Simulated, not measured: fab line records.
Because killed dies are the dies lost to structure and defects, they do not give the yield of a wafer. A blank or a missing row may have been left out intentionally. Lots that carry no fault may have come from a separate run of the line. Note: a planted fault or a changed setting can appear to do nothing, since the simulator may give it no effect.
fab line records ; flow n5-finfet
[record] lots = 7; wafers = 21
route steps=1938 shown MOL_CONTACT_COAG@565 BEOL_M0_CUTY@705 BEOL_M0@720 BEOL_M2@879 BEOL_M3@1018 BEOL_M4@1021 BEOL_M5@1112
start-h: hours from the record's opening day to when the first of the lot's shown wafers began ; wait-h: hours elapsed since this lot's preceding step ; " repeats the value in the row above ; L1.1+2: one row covering several wafers at once ; - value missing, or start not given ; * or withheld: withheld ; < > ~ a bound
route shown NAME@n: NAME is a module with steps in the file, n the number in the route of the first one ; usual: average and standard deviation across the fault-free wafers ; same: alike in all rows ; chamber/n: place in a boat ; sites: the reading at each site ; _std_site: the standard deviation of these ; _edge_site: outer sites' mean less inner sites' ; radius-mm: how far each site lies from the wafer's centre ; mask NAME#n: copy n ; behind: the tool/chamber that last shaped the wafer ; hold: cause of the lot's hold/its duration in hours/its outcome ; device: transistor that didn't switch, given as n, p or np ; end of line: tests of these same wafers at the route's end ; a step given without rows: its recipe and nothing more ; killed: count of dies lost to structure and defects at first sort (not the wafer's yield) ; map: per-die view of a wafer (x killed, . not killed, _ where there is no die)
set.NAME: setting as actually run; set.NAME@STEP: the setting as run at that earlier step ; model.NAME: the simulator's own value behind a step, which no gauge read
lots where settings were altered on purpose, with a table for each step and a row for each wafer
[[steps]]
[step N5_MOL_CONTACT_COAG_COAT_76]
[recipe] resist = SiARC; temp-c = 220; time-s = 60; spin-rpm = 1500; resist-thk-nm = 10
lot.wafer;tool;chamber;start-h;wait-h;set.spin-rpm
L075.4+5+6;litho-track-03;0;-;-;1500
L076.1+3+6;litho-track-02;0;-;-;1500
L077.1+2+5;litho-track-02;0;-;-;1500
L078.1+4+5;litho-track-04;0;-;-;1343
L092.3+4+5;litho-track-02;0;-;-;1500
L095.3+4;litho-track-02;0;-;-;1635
L095.5;litho-track-02;0;-;-;1500
L096.1+2+4;litho-track-03;0;-;-;1500
[step N5_MOL_CONTACT_COAG_COAT_77]
[recipe] resist = underlayer; temp-c = 205; time-s = 60; spin-rpm = 1500; resist-thk-nm = 10
[step N5_MOL_CONTACT_COAG_COAT_78]
[recipe] resist = CAR-EUV; spin-rpm = 1500; resist-thk-nm = 40
[step N5_MOL_CONTACT_COAG_ETCHBACK_135]
[recipe] chemistry = CHF3; target = SiO2; target-depth-a = 250; time-s = 16.7; ion-energy-ev = 200; pressure-mtorr = 30; source-w = 610; bias-w = 170; Ar_flow_sccm = 200; CHF3_flow_sccm = 50
[step N5_MOL_CONTACT_COAG_STRIP_118]
[recipe] chemistry = CHF3; resist = SiARC; rf-frequency-hz = 6e+07
[step N5_MOL_CONTACT_COAG_VIA_ETCH_46]
[recipe] chemistry = C4F6/O2; target-depth-a = 460; overetch-a = 92; mask-material = SOC; target = SiO2; bias-w = 455; pressure-mtorr = 10; time-s = 40; source-w = 325; Ar_flow_sccm = 300; C4F6_flow_sccm = 10; O2_flow_sccm = 10; ion-energy-ev = 575.3; ends = end-point
lot.wafer;tool;chamber;start-h;wait-h;set.temp-c@MOL_CONTACT_COAG_PECVD_31;model.etch.depth-nm
L075.4;rie-diel-05;2;104.44;0.0;400;45.95
L075.5;rie-diel-05;3;104.44;0.0;400;46
L075.6;rie-diel-05;2;104.44;0.0;400;45.89
L076.1;rie-diel-03;3;109.67;0.0;400;45.86
L076.3;rie-diel-03;2;109.67;0.0;400;46.04
L076.6;rie-diel-03;2;109.67;0.0;400;47.03
L077.1;rie-diel-03;0;117.96;0.0;400;45.76
L077.2;rie-diel-03;3;117.96;0.0;400;45.18
L077.5;rie-diel-03;2;117.96;0.0;400;45.75
L078.1;rie-diel-05;3;125.21;0.0;400;45.39
L078.4;rie-diel-05;1;125.21;0.0;400;46.37
L078.5;rie-diel-05;1;125.21;0.0;400;46.01
L092.3;rie-diel-02;0;208.09;0.0;400;45.22
L092.4;rie-diel-02;2;208.09;0.0;400;46.27
L092.5;rie-diel-02;2;208.09;0.0;400;45.86
L095.3;rie-diel-03;2;226.07;0.0;400;46.18
L095.4;rie-diel-03;3;226.07;0.0;400;46.23
L095.5;rie-diel-03;0;226.07;0.0;417;41.68
L096.1;rie-diel-05;2;234.99;0.0;400;45.31
L096.2;rie-diel-05;3;234.99;0.0;387.8;48.51
L096.4;rie-diel-05;0;234.99;0.0;387.8;49.48
[step N5_BEOL_M0_CUTY_EXPOSE_54]
[recipe] mask-id = M0_ABLK; na = 1.35; source-shape = conventional; sigma-outer = 0.8; polarization = unpolarized; dose-mj = 36
lot.wafer;tool;chamber;start-h;wait-h;mask;set.dose-mj
L075.4;arfi-scanner-02;0;120.03;-;M0_ABLK#0;34.13
L075.5+6;arfi-scanner-02;0;120.03;-;M0_ABLK#0;36
L076.1+3+6;arfi-scanner-01;0;123.30;-;M0_ABLK#0;36
L077.1+2+5;arfi-scanner-01;0;132.81;-;M0_ABLK#0;36
L078.1+4+5;arfi-scanner-02;0;139.98;-;M0_ABLK#0;36
L092.3+4;arfi-scanner-02;0;223.03;-;M0_ABLK#0;34.24
L092.5;arfi-scanner-02;0;223.03;-;M0_ABLK#0;36
L095.3;arfi-scanner-02;0;240.47;-;M0_ABLK#0;34.78
L095.4+5;arfi-scanner-02;0;240.47;-;M0_ABLK#0;36
L096.1+2+4;arfi-scanner-01;0;250.06;-;M0_ABLK#0;36
[step N5_BEOL_M0_CUTY_PEB_55]
[recipe] peb-temp-c = 110; peb-time-s = 60; resist = CAR-ArF-block
[step N5_BEOL_M0_CUTY_DEVELOP_56]
[recipe] develop-time-s = 30; developer = TMAH; resist = CAR-ArF-block; rinse-liquid = diw; dry = air-spin; dev-temp-c = 23
[step N5_BEOL_M0_CUTY_CD_MEAS_57]
[recipe] target-cd-nm = 200; landing-energy-ev = 500; detector = se-inlens; polarity = line
[usual] cd-nm = 200.0/0.79
lot.wafer;tool;chamber;start-h;wait-h;set.dose-mj@BEOL_M0_CUTY_EXPOSE_54;cd-nm
L075.4;cd-sem-02;0;120.14;-;34.13;203.0
L075.5;cd-sem-02;0;120.14;-;36;199.4
L075.6;cd-sem-02;0;120.14;-;36;199.2
L076.1;cd-sem-01;0;123.42;-;36;200.8
L076.3;cd-sem-01;0;123.42;-;36;199.8
L076.6;cd-sem-01;0;123.42;-;36;201.2
L077.1;cd-sem-01;0;132.93;-;36;200.6
L077.2;cd-sem-01;0;132.93;-;36;202.1
L077.5;cd-sem-01;0;132.93;-;36;202.3
L078.1;cd-sem-02;0;140.11;-;36;200.0
L078.4;cd-sem-02;0;140.11;-;36;200.0
L078.5;cd-sem-02;0;140.11;-;36;200.3
L092.3;cd-sem-01;0;223.14;-;34.24;203.4
L092.4;cd-sem-01;0;223.14;-;34.24;203.1
L092.5;cd-sem-01;0;223.14;-;36;200.2
L095.3;cd-sem-02;0;240.59;-;34.78;202.5
L095.4;cd-sem-02;0;240.59;-;36;199.8
L095.5;cd-sem-02;0;240.59;-;36;200.0
L096.1;cd-sem-01;0;250.18;-;36;200.7
L096.2;cd-sem-01;0;250.18;-;36;201.2
L096.4;cd-sem-01;0;250.18;-;36;200.1
[step N5_BEOL_M0_ETCH_128]
[recipe] chemistry = CF4/N2; target-depth-a = 120; overetch-a = 51; target = SiCN; time-s = 21.4; ion-energy-ev = 150; pressure-mtorr = 40; source-w = 430; bias-w = 70; Ar_flow_sccm = 100; cf4-flow-sccm = 60; n2-flow-sccm = 60
[usual] rf-vpp-V = 383.3/1.9
lot.wafer;tool;chamber;start-h;wait-h;set.source-w;rf-vpp-V
L076.1;rie-diel-05;3;125.75;0.2;430;382.8
L076.3;rie-diel-05;2;125.75;0.2;430;384.9
L076.6;rie-diel-05;2;125.75;0.2;430;383.6
L075.4;rie-diel-05;2;125.86;0.3;430;383.3
L075.5;rie-diel-05;1;125.86;0.3;478.9;366.0
L075.6;rie-diel-05;2;125.86;0.3;430;384.0
L077.1;rie-diel-02;2;142.07;0.4;490.5;363.1
L077.2;rie-diel-02;1;142.07;0.4;430;380.8
L077.5;rie-diel-02;3;142.07;0.4;430;385.7
L078.1;rie-diel-05;3;142.17;0.4;430;384.1
L078.4;rie-diel-05;2;142.17;0.4;499.9;363.8
L078.5;rie-diel-05;0;142.17;0.4;430;384.3
L092.3;rie-diel-05;1;225.04;0.1;387.8;392.9
L092.4;rie-diel-05;3;225.04;0.1;387.8;397.7
L092.5;rie-diel-05;2;225.04;0.1;430;383.0
L095.3;rie-diel-05;2;244.75;0.0;430;384.2
L095.4;rie-diel-05;3;244.75;0.0;430;382.8
L095.5;rie-diel-05;3;244.75;0.0;502.4;365.0
L096.1;rie-diel-05;0;254.30;0.9;430;385.5
L096.2;rie-diel-05;3;254.30;0.9;430;383.7
L096.4;rie-diel-05;0;254.30;0.9;501.6;363.8
[step N5_BEOL_M0_TRENCH_ETCH_107]
[recipe] chemistry = C4F6/O2; target-depth-a = 328; target = SiOC; time-s = 16.4; ion-energy-ev = 250; pressure-mtorr = 30; source-w = 355; bias-w = 185; Ar_flow_sccm = 300; C4F6_flow_sccm = 10; O2_flow_sccm = 10
lot.wafer;tool;chamber;start-h;wait-h;set.target-depth-a;model.BEOL_M0.feature-depth-nm
L076.1;rie-diel-05;3;125.79;0.0;328;33.4
L076.3;rie-diel-05;2;125.79;0.0;328;32.6
L076.6;rie-diel-05;2;125.79;0.0;328;32.8
L075.4;rie-diel-05;2;125.90;0.0;328;32.2
L075.5;rie-diel-05;1;125.90;0.0;328;33
L075.6;rie-diel-05;2;125.90;0.0;339.8;33.6
L077.1;rie-diel-02;2;142.11;0.0;328;32.6
L077.2;rie-diel-02;1;142.11;0.0;343.7;34.2
L077.5;rie-diel-02;3;142.11;0.0;343.7;34.6
L078.1;rie-diel-05;3;142.22;0.0;328;32.8
L078.4;rie-diel-05;2;142.22;0.0;328;32.4
L078.5;rie-diel-05;0;142.22;0.0;317.4;31.8
L092.3;rie-diel-05;1;225.08;0.0;328;32.8
L092.4;rie-diel-05;3;225.08;0.0;328;32.6
L092.5;rie-diel-05;2;225.08;0.0;328;32.2
L095.3;rie-diel-05;2;244.79;0.0;328;32.4
L095.4;rie-diel-05;3;244.79;0.0;328;32.6
L095.5;rie-diel-05;3;244.79;0.0;328;32.8
L096.1+2+4;rie-diel-05;0,3,0;254.34;0.0;328;32.6
[step N5_BEOL_M2_DESCUM_33]
[recipe] chemistry = O2; time-s = 7; source-power-w = 50; bias-power-w = 20; pressure-mtorr = 20; rf-frequency-hz = 2.712e+07; temp-c = 40; resist = CAR-EUV; o2-flow-sccm = 225
lot.wafer;tool;chamber;start-h;wait-h;set.time-s;model.CAR-EUV_of_BEOL_M2_COAT_22.thk-nm
L075.4+5;rie-diel-02;2,1;150.89;0.0;7;26
L075.6;rie-diel-02;2;150.89;0.0;7;25.8
L076.1+3+6;rie-diel-03;3,2,1;158.55;0.0;7;26.2
L077.1;rie-diel-02;1;160.08;0.0;8.395;25.6
L077.2;rie-diel-02;3;160.08;0.0;7;26.2
L077.5;rie-diel-02;0;160.08;0.0;8.395;25.4
L078.1+4;rie-diel-05;2,3;161.91;0.0;7;26
L078.5;rie-diel-05;2;161.91;0.0;7;26.2
L092.3;rie-diel-02;0;254.98;0.2;7;26.2
L092.4;rie-diel-02;1;254.98;0.2;7.691;25.6
L092.5;rie-diel-02;3;254.98;0.2;7;26
L095.3;rie-diel-05;2;264.60;0.0;7;26.2
L095.4+5;rie-diel-05;2,0;264.60;0.0;7;26
L096.1+2+4;rie-diel-03;0,3,2;276.40;0.3;7;26
[step N5_BEOL_M2_ETCH_77]
[recipe] chemistry = N2/H2; target = underlayer; target-depth-a = 65; mask-material = CAR-EUV; time-s = 5.2; ion-energy-ev = 200; pressure-mtorr = 30; source-w = 840; bias-w = 150; n2-flow-sccm = 200; h2-flow-sccm = 200; ends = cleared
lot.wafer;tool;chamber;start-h;wait-h;set.time-s@BEOL_M2_DESCUM_33;model.CAR-EUV_of_BEOL_M2_COAT_22.thk-nm
L075.4+5;rie-diel-02;2,1;150.93;0.0;7;20.2
L075.6;rie-diel-02;2;150.93;0.0;7;20
L076.1+3+6;rie-diel-03;3,2,1;158.59;0.0;7;20.4
L077.1+5;rie-diel-02;1,0;160.11;0.0;8.395;19.8
L077.2;rie-diel-02;3;160.11;0.0;7;20.4
L078.1+4+5;rie-diel-05;2,3,2;161.94;0.0;7;20.4
L092.3+5;rie-diel-02;0,3;255.01;0.0;7;20.4
L092.4;rie-diel-02;1;255.01;0.0;7.691;20
L095.3+4+5;rie-diel-05;2,2,0;264.63;0.0;7;20.4
L096.1;rie-diel-03;0;276.44;0.0;7;20.4
L096.2+4;rie-diel-03;3,2;276.44;0.0;7;20.2
[step N5_BEOL_M3_DEP_57]
[recipe] material = SiCN; target-thk-a = 80; temp-c = withheld; precursor = 3MS/NH3; pressure-torr = 3; rf-w = 202; time-s = 14
lot.wafer;tool;chamber;start-h;wait-h;set.time-s;model.SiCN_of_BEOL_M3_DEP_57.thk-nm
L075.4;pecvd-03;2;170.88;0.0;16.02;9
L075.5;pecvd-03;0;170.88;0.0;16.02;9.2
L075.6;pecvd-03;1;170.88;0.0;14;8
L077.1+2;pecvd-03;2,1;188.89;0.0;14;7.8
L077.5;pecvd-03;1;188.89;0.0;12.87;7.2
L076.1+3;pecvd-04;2,1;196.35;0.0;14;8
L076.6;pecvd-04;2;196.35;0.0;14;8.2
L078.1+4;pecvd-04;2,1;205.37;0.0;14;8
L078.5;pecvd-04;0;205.37;0.0;14;8.2
L092.3;pecvd-02;2;284.38;0.0;13.08;7.4
L092.4;pecvd-02;0;284.38;0.0;14;8.2
L092.5;pecvd-02;2;284.38;0.0;14;8
L095.3;pecvd-03;1;298.22;0.0;14;7.6
L095.4+5;pecvd-03;1,2;298.22;0.0;14;8
L096.1+4;pecvd-02;0,1;303.05;0.0;14.9;8.6
L096.2;pecvd-02;2;303.05;0.0;14.9;8.4
[step N5_BEOL_M4_ILD_DEP_00]
[recipe] material = SiOC; target-thk-a = 790; temp-c = 350; precursor = DEMS/O2; pressure-torr = 5; rf-w = 500; time-s = 15.3
lot.wafer;tool;chamber;start-h;wait-h;set.time-s;model.SiOC_of_BEOL_M4_ILD_DEP_00.thk-nm
L075.4;pecvd-02;2;171.02;0.1;14;74
L075.5;pecvd-02;1;171.02;0.1;15.3;79.8
L075.6;pecvd-02;0;171.02;0.1;15.3;79.6
L077.1+2;pecvd-01;1,2;189.02;0.0;15.3;78.6
L077.5;pecvd-01;2;189.02;0.0;15.3;79.6
L076.1;pecvd-01;2;196.48;0.0;15.3;78.4
L076.3;pecvd-01;0;196.48;0.0;15.3;77.6
L076.6;pecvd-01;2;196.48;0.0;15.3;79.6
L078.1;pecvd-01;1;205.50;0.0;15.3;79
L078.4;pecvd-01;1;205.50;0.0;15.3;80
L078.5;pecvd-01;0;205.50;0.0;15.3;79.6
L092.3;pecvd-01;0;284.51;0.0;16.09;82.4
L092.4;pecvd-01;2;284.51;0.0;16.09;83.8
L092.5;pecvd-01;0;284.51;0.0;15.3;79.6
L095.3;pecvd-01;2;298.37;0.1;15.3;80.4
L095.4;pecvd-01;1;298.37;0.1;15.3;81
L095.5;pecvd-01;1;298.37;0.1;16.38;85.8
L096.1;pecvd-04;2;303.18;0.0;15.3;79.4
L096.2;pecvd-04;1;303.18;0.0;16.27;85.2
L096.4;pecvd-04;0;303.18;0.0;16.27;85
[step N5_BEOL_M4_THK_MEAS_01]
[recipe] reads = SiOC_of_BEOL_M4_ILD_DEP_00
[usual] M4_ILD_THK = 79.2/0.89
lot.wafer;tool;chamber;start-h;wait-h;set.time-s@BEOL_M4_ILD_DEP_00;M4_ILD_THK[nm]
L075.4;film-metro-02;-;171.07;0.0;14;74.0
L075.5;film-metro-02;-;171.07;0.0;15.3;79.9
L075.6;film-metro-02;-;171.07;0.0;15.3;79.5
L077.1;film-metro-01;-;189.09;0.0;15.3;78.5
L077.2;film-metro-01;-;189.09;0.0;15.3;78.7
L077.5;film-metro-01;-;189.09;0.0;15.3;79.5
L076.1;film-metro-01;-;196.55;0.0;15.3;78.4
L076.3;film-metro-01;-;196.55;0.0;15.3;77.6
L076.6;film-metro-01;-;196.55;0.0;15.3;79.5
L078.1;film-metro-02;-;205.57;0.0;15.3;79.0
L078.4;film-metro-02;-;205.57;0.0;15.3;79.9
L078.5;film-metro-02;-;205.57;0.0;15.3;79.7
L092.3;film-metro-01;-;284.58;0.1;16.09;82.4
L092.4;film-metro-01;-;284.58;0.1;16.09;83.8
L092.5;film-metro-01;-;284.58;0.1;15.3;79.6
L095.3;film-metro-02;-;298.44;0.1;15.3;80.4
L095.4;film-metro-02;-;298.44;0.1;15.3;81.0
L095.5;film-metro-02;-;298.44;0.1;16.38;85.8
L096.1;film-metro-02;-;303.26;0.1;15.3;79.3
L096.2;film-metro-02;-;303.26;0.1;16.27;85.3
L096.4;film-metro-02;-;303.26;0.1;16.27;85.0
[step N5_BEOL_M5_ILD_DEP_00]
[recipe] material = SiCOH_lowk; target-thk-a = 1406.4; temp-c = 300; precursor = DEMS/porogen; pressure-torr = 5; rf-w = 500; time-s = 25.9
lot.wafer;tool;chamber;start-h;wait-h;set.time-s;model.SiCOH_lowk_of_BEOL_M5_ILD_DEP_00.thk-nm
L075.4;pecvd-02;1;203.14;0.4;25.9;143.4
L075.5;pecvd-02;1;203.14;0.4;25.9;141.8
L075.6;pecvd-02;0;203.14;0.4;25.9;141.4
L077.1;pecvd-02;0;205.16;0.8;25.9;141
L077.2;pecvd-02;1;205.16;0.8;25.9;138.8
L077.5;pecvd-02;1;205.16;0.8;25.9;141.8
L078.1;pecvd-03;0;222.73;0.8;27.96;148.8
L078.4;pecvd-03;2;222.73;0.8;27.96;150.6
L078.5;pecvd-03;1;222.73;0.8;27.96;153.6
L076.1;pecvd-03;1;222.97;0.8;25.9;142.2
L076.3;pecvd-03;0;222.97;0.8;25.9;141.8
L076.6;pecvd-03;1;222.97;0.8;25.9;143.4
L092.3;pecvd-03;0;307.06;0.5;28.91;157.4
L092.4;pecvd-03;0;307.06;0.5;28.91;159
L092.5;pecvd-03;2;307.06;0.5;25.9;143.2
L095.3;pecvd-01;0;318.45;0.5;28.68;154.8
L095.4+5;pecvd-01;2,1;318.45;0.5;28.68;156.8
L096.1;pecvd-01;0;328.66;0.8;25.9;140
L096.2;pecvd-01;1;328.66;0.8;24.67;132.4
L096.4;pecvd-01;1;328.66;0.8;25.9;141.8
[step N5_BEOL_M5_CURE_79]
[recipe] temp-c = 385; time-s = 240; ambient = He/Ar; material = SiCOH_lowk
lot.wafer;tool;chamber;start-h;wait-h;set.time-s@BEOL_M5_ILD_DEP_00;model.SiCOH_lowk_of_BEOL_M5_ILD_DEP_00.thk-nm
L075.4;uv-cure-02;0;203.68;0.5;25.9;123.4
L075.5;uv-cure-02;0;203.68;0.5;25.9;122
L075.6;uv-cure-02;0;203.68;0.5;25.9;121.8
L077.1;uv-cure-02;2;205.24;0.1;25.9;121.4
L077.2;uv-cure-02;2;205.24;0.1;25.9;119.4
L077.5;uv-cure-02;2;205.24;0.1;25.9;122
L078.1;uv-cure-01;2;222.79;0.0;27.96;128.2
L078.4;uv-cure-01;2;222.79;0.0;27.96;129.6
L078.5;uv-cure-01;2;222.79;0.0;27.96;132.4
L076.1;uv-cure-03;2;223.03;0.0;25.9;122.2
L076.3;uv-cure-03;2;223.03;0.0;25.9;122
L076.6;uv-cure-03;2;223.03;0.0;25.9;123.4
L092.3;uv-cure-01;0;307.44;0.4;28.91;135.4
L092.4;uv-cure-01;0;307.44;0.4;28.91;136.8
L092.5;uv-cure-01;0;307.44;0.4;25.9;123.2
L095.3;uv-cure-01;1;318.83;0.4;28.68;133.2
L095.4+5;uv-cure-01;1;318.83;0.4;28.68;135
L096.1;uv-cure-01;0;328.72;0.0;25.9;120.4
L096.2;uv-cure-01;0;328.72;0.0;24.67;113.8
L096.4;uv-cure-01;0;328.72;0.0;25.9;122
[step N5_BEOL_M5_THK_MEAS_01]
[recipe] reads = SiCOH_lowk_of_BEOL_M5_ILD_DEP_00
[usual] M5_ILD_THK = 121.5/1.6
lot.wafer;tool;chamber;start-h;wait-h;set.time-s@BEOL_M5_ILD_DEP_00;M5_ILD_THK[nm]
L075.4;film-metro-02;-;204.20;0.4;25.9;123.5
L075.5;film-metro-02;-;204.20;0.4;25.9;122.1
L075.6;film-metro-02;-;204.20;0.4;25.9;121.6
L077.1;film-metro-02;-;206.23;0.8;25.9;121.3
L077.2;film-metro-02;-;206.23;0.8;25.9;119.5
L077.5;film-metro-02;-;206.23;0.8;25.9;121.9
L078.1;film-metro-01;-;223.30;0.4;27.96;128.1
L078.4;film-metro-01;-;223.30;0.4;27.96;129.6
L078.5;film-metro-01;-;223.30;0.4;27.96;132.4
L076.1;film-metro-01;-;223.54;0.4;25.9;122.3
L076.3;film-metro-01;-;223.54;0.4;25.9;122.2
L076.6;film-metro-01;-;223.54;0.4;25.9;123.5
L092.3;film-metro-02;-;308.12;0.5;28.91;135.5
L092.4;film-metro-02;-;308.12;0.5;28.91;136.8
L092.5;film-metro-02;-;308.12;0.5;25.9;123.2
L095.3;film-metro-02;-;319.50;0.5;28.68;133.3
L095.4;film-metro-02;-;319.50;0.5;28.68;135.1
L095.5;film-metro-02;-;319.50;0.5;28.68;135.1
L096.1;film-metro-01;-;329.71;0.8;25.9;120.4
L096.2;film-metro-01;-;329.71;0.8;24.67;113.7
L096.4;film-metro-01;-;329.71;0.8;25.9;122.0
[step N5_BEOL_M5_COAT_60]
[recipe] resist = SiARC; temp-c = 220; time-s = 60; spin-rpm = 1500; resist-thk-nm = 12
lot.wafer;tool;chamber;start-h;wait-h;set.spin-rpm;model.SiARC_of_BEOL_M5_COAT_60.thk-nm
L075.4+5;litho-track-01;0;-;-;1358;12.6
L075.6;litho-track-01;0;-;-;1500;12
L077.1;litho-track-03;0;-;-;1345;12.6
L077.2;litho-track-03;0;-;-;1500;12
L077.5;litho-track-03;0;-;-;1345;12.8
L078.1;litho-track-03;0;-;-;1500;12
L078.4+5;litho-track-03;0;-;-;1358;12.6
L076.1+3+6;litho-track-03;0;-;-;1500;12
L092.3+5;litho-track-04;0;-;-;1500;12
L092.4;litho-track-04;0;-;-;1641;11.4
L095.3+4;litho-track-03;0;-;-;1500;12
L095.5;litho-track-03;0;-;-;1588;11.6
L096.1+2+4;litho-track-03;0;-;-;1500;12
[step N5_BEOL_M5_COAT_71]
[recipe] resist = underlayer; temp-c = 205; time-s = 60; spin-rpm = 1500; resist-thk-nm = 5
[step N5_BEOL_M5_COAT_05]
[recipe] resist = CAR-EUV; spin-rpm = 1500; resist-thk-nm = 30
[step N5_BEOL_M5_DESCUM_16]
[recipe] chemistry = O2; time-s = 7; source-power-w = 50; bias-power-w = 20; pressure-mtorr = 20; rf-frequency-hz = 2.712e+07; temp-c = 40; resist = CAR-EUV; o2-flow-sccm = 225
[step N5_BEOL_M5_ETCH_72]
[recipe] chemistry = N2/H2; target = underlayer; target-depth-a = 65; mask-material = CAR-EUV; time-s = 5.2; ion-energy-ev = 200; pressure-mtorr = 30; source-w = 840; bias-w = 150; n2-flow-sccm = 200; h2-flow-sccm = 200; ends = cleared
[step N5_BEOL_M5_ETCH_61]
[recipe] chemistry = CF4; target = SiARC; target-depth-a = 156; mask-material = CAR-EUV; time-s = 26; ion-energy-ev = 80; pressure-mtorr = 40; source-w = 545; bias-w = 36; Ar_flow_sccm = 100; cf4-flow-sccm = 100; ends = cleared
lot.wafer;tool;chamber;start-h;wait-h;set.spin-rpm@BEOL_M5_COAT_60;model.etch.depth-nm
L075.4;rie-diel-04;1;205.58;0.0;1358;12.57
L075.5;rie-diel-04;3;205.58;0.0;1358;12.55
L075.6;rie-diel-04;0;205.58;0.0;1500;11.95
L077.1;rie-diel-01;0;209.45;0.0;1345;12.67
L077.2;rie-diel-01;2;209.45;0.0;1500;12.02
L077.5;rie-diel-01;2;209.45;0.0;1345;12.71
L078.1;rie-diel-06;1;225.56;0.0;1500;12.04
L078.4;rie-diel-06;2;225.56;0.0;1358;12.7
L078.5;rie-diel-06;2;225.56;0.0;1358;12.66
L076.1;rie-diel-06;0;225.83;0.0;1500;11.96
L076.3;rie-diel-06;3;225.83;0.0;1500;11.97
L076.6;rie-diel-06;0;225.83;0.0;1500;12.02
L092.3+5;rie-diel-01;3,0;308.86;0.0;1500;11.96
L092.4;rie-diel-01;1;308.86;0.0;1641;11.45
L095.3;rie-diel-01;1;320.99;0.0;1500;12.02
L095.4;rie-diel-01;2;320.99;0.0;1500;12
L095.5;rie-diel-01;0;320.99;0.0;1588;11.67
L096.1;rie-diel-04;0;332.23;0.0;1500;11.97
L096.2;rie-diel-04;3;332.23;0.0;1500;11.96
L096.4;rie-diel-04;2;332.23;0.0;1500;11.99
[step N5_BEOL_M5_ETCH_62]
[recipe] chemistry = N2/H2; target = SOC; target-depth-a = 750; overetch-a = 150; mask-material = SiARC; temp-c = 40; time-s = 112.5; ion-energy-ev = 200; pressure-mtorr = 30; source-w = 840; bias-w = 150; n2-flow-sccm = 200; h2-flow-sccm = 200
lot.wafer;tool;chamber;start-h;wait-h;set.spin-rpm@BEOL_M5_COAT_60;model.SiARC_of_BEOL_M5_COAT_60.thk-nm
L075.4;rie-diel-04;1;205.61;0.0;1358;7.2
L075.5;rie-diel-04;3;205.61;0.0;1358;7.4
L075.6;rie-diel-04;0;205.61;0.0;1500;6.8
L077.1+5;rie-diel-01;0,2;209.48;0.0;1345;7.4
L077.2;rie-diel-01;2;209.48;0.0;1500;6.8
L078.1;rie-diel-06;1;225.59;0.0;1500;6.8
L078.4+5;rie-diel-06;2;225.59;0.0;1358;7.2
L076.1;rie-diel-06;0;225.85;0.0;1500;6.6
L076.3+6;rie-diel-06;3,0;225.85;0.0;1500;6.8
L092.3;rie-diel-01;3;308.89;0.0;1500;6.6
L092.4;rie-diel-01;1;308.89;0.0;1641;6.4
L092.5;rie-diel-01;0;308.89;0.0;1500;6.8
L095.3+4;rie-diel-01;1,2;321.02;0.0;1500;6.8
L095.5;rie-diel-01;0;321.02;0.0;1588;6.6
L096.1+4;rie-diel-04;0,2;332.26;0.0;1500;6.8
L096.2;rie-diel-04;3;332.26;0.0;1500;6.6
[[key]]
[split] step = N5_MOL_CONTACT_COAG_COAT_76; setting = spin-rpm; stated = 1500; by = wafer
response none clear
[split] step = N5_BEOL_M0_CUTY_EXPOSE_54; setting = dose-mj; stated = 36; by = wafer
[response] step = N5_BEOL_M0_CUTY_CD_MEAS_57; reading = cd-nm; change = -0.688; per = 1%; r = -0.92
[split] step = N5_BEOL_M0_ETCH_128; setting = source-w; stated = 430; by = wafer
[response] step = N5_BEOL_M0_ETCH_128; reading = rf-vpp-V; change = -1.28; per = 1%; r = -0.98
[split] step = N5_BEOL_M0_TRENCH_ETCH_107; setting = target-depth-a; stated = 328; by = wafer
[response] step = N5_BEOL_M0_TRENCH_ETCH_107; reading = model.BEOL_M0.feature-depth-nm; change = +0.32; per = 1%; r = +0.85
[split] step = N5_BEOL_M2_DESCUM_33; setting = time-s; stated = 7; by = wafer
[response] step = N5_BEOL_M2_DESCUM_33; reading = model.CAR-EUV_of_BEOL_M2_COAT_22.thk-nm; change = -0.0382; per = 1%; r = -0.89
[response] step = N5_BEOL_M2_ETCH_77; reading = model.CAR-EUV_of_BEOL_M2_COAT_22.thk-nm; change = -0.0322; per = 1%; r = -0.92
[split] step = N5_BEOL_M3_DEP_57; setting = time-s; stated = 14; by = wafer
[response] step = N5_BEOL_M3_DEP_57; reading = model.SiCN_of_BEOL_M3_DEP_57.thk-nm; change = +0.08; per = 1%; r = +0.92
[split] step = N5_BEOL_M4_ILD_DEP_00; setting = time-s; stated = 15.3; by = wafer
[response] step = N5_BEOL_M4_ILD_DEP_00; reading = model.SiOC_of_BEOL_M4_ILD_DEP_00.thk-nm; change = +0.734; per = 1%; r = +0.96
[response] step = N5_BEOL_M4_THK_MEAS_01; reading = M4_ILD_THK; change = +0.739; per = 1%; r = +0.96
[split] step = N5_BEOL_M5_ILD_DEP_00; setting = time-s; stated = 25.9; by = wafer
[response] step = N5_BEOL_M5_ILD_DEP_00; reading = model.SiCOH_lowk_of_BEOL_M5_ILD_DEP_00.thk-nm; change = +1.36; per = 1%; r = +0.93
[response] step = N5_BEOL_M5_CURE_79; reading = model.SiCOH_lowk_of_BEOL_M5_ILD_DEP_00.thk-nm; change = +1.17; per = 1%; r = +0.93
[response] step = N5_BEOL_M5_THK_MEAS_01; reading = M5_ILD_THK; change = +1.18; per = 1%; r = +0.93
[split] step = N5_BEOL_M5_COAT_60; setting = spin-rpm; stated = 1500; by = wafer
[response] step = N5_BEOL_M5_COAT_60; reading = model.SiARC_of_BEOL_M5_COAT_60.thk-nm; change = -0.065; per = 1%; r = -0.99
[response] step = N5_BEOL_M5_ETCH_61; reading = model.etch.depth-nm; change = -0.0625; per = 1%; r = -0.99
[response] step = N5_BEOL_M5_ETCH_62; reading = model.SiARC_of_BEOL_M5_COAT_60.thk-nm; change = -0.0458; per = 1%; r = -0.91
split outside-this-file step=N5_MOL_CONTACT_COAG_PECVD_31 setting=temp-c
// split outside-this-file: this setting was split too, and the file shows its column; the key of that split is in another file
